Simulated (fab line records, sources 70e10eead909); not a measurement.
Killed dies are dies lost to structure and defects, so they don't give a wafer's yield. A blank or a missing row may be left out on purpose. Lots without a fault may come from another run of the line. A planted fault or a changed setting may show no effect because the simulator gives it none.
Chamber matching | flow nand_harc | NHARC_A_ZERO_WELL_PRECLEAN_22 on wet_bench-09: 7 sister chambers
The step cleans in SC1, time 60 s. 10 wafers are shown with their chamber, then 7 later ones without.

WAFERS WITH THEIR CHAMBER
wafer  | chamber | bath_heat_duty_pct (%) | temp_c (C)
L694.1 | 7       | 5.3                    | 49.74
L696.2 | 6       | 8.4                    | 49.96
L696.3 | 4       | 7.9                    | 50.13
L697.1 | 5       | 7.5                    | 49.93
L697.3 | 1       | 6.1                    | 49.99
L704.3 | 1       | 6.7                    | 49.91
L704.4 | 3       | 6.9                    | 50.16
L704.5 | 2       | 7.6                    | 49.81
L710.4 | 3       | 5.9                    | 49.97
L710.5 | 2       | 8.1                    | 50.08

WAFERS WITHOUT THEIR CHAMBER
wafer  | bath_heat_duty_pct (%) | temp_c (C)
L710.6 | 6.8                    | 50.29
L714.1 | 6.8                    | 49.96
L714.2 | 8.7                    | 49.95
L714.3 | 5.0                    | 49.95
L717.1 | 7.9                    | 50.15
L717.4 | 7.5                    | 49.93
L717.5 | 6.0                    | 49.95

WHICH CHAMBER EACH WENT THROUGH
wafer  | from the rows above                    | in truth
L710.6 | can't be placed: 3 or 4 or 1 or 5 or 2 | 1
L714.1 | can't be placed: 1 or 3 or 5 or 2 or 4 | 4
L714.2 | can't be placed: 6 or 2 or 4 or 5      | 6
L714.3 | can't be placed: 7 or 1 or 3           | 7
L717.1 | can't be placed: 4 or 2 or 6 or 5      | 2
L717.4 | can't be placed: 5 or 2 or 4 or 6      | 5
L717.5 | can't be placed: 1 or 3 or 7           | 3
Placed correctly: 0 of 7. Can't be placed from these rows: 7 (the true chamber is among the candidates in 7). Placed wrongly: 0.
How it was worked out, from the rows above alone: a wafer's distance from a chamber is the root of the sum, over the readings, of the square of ((its reading less the chamber's mean) divided by the reading's scatter). The wafer belongs to the nearest chamber; if the next one is less than 2 further off, it can't be placed. A chamber's mean is the mean of its shown wafers. The scatter: the root of (the sum of the squares of (reading less its chamber's mean) over the shown wafers, divided by (wafers less chambers)).
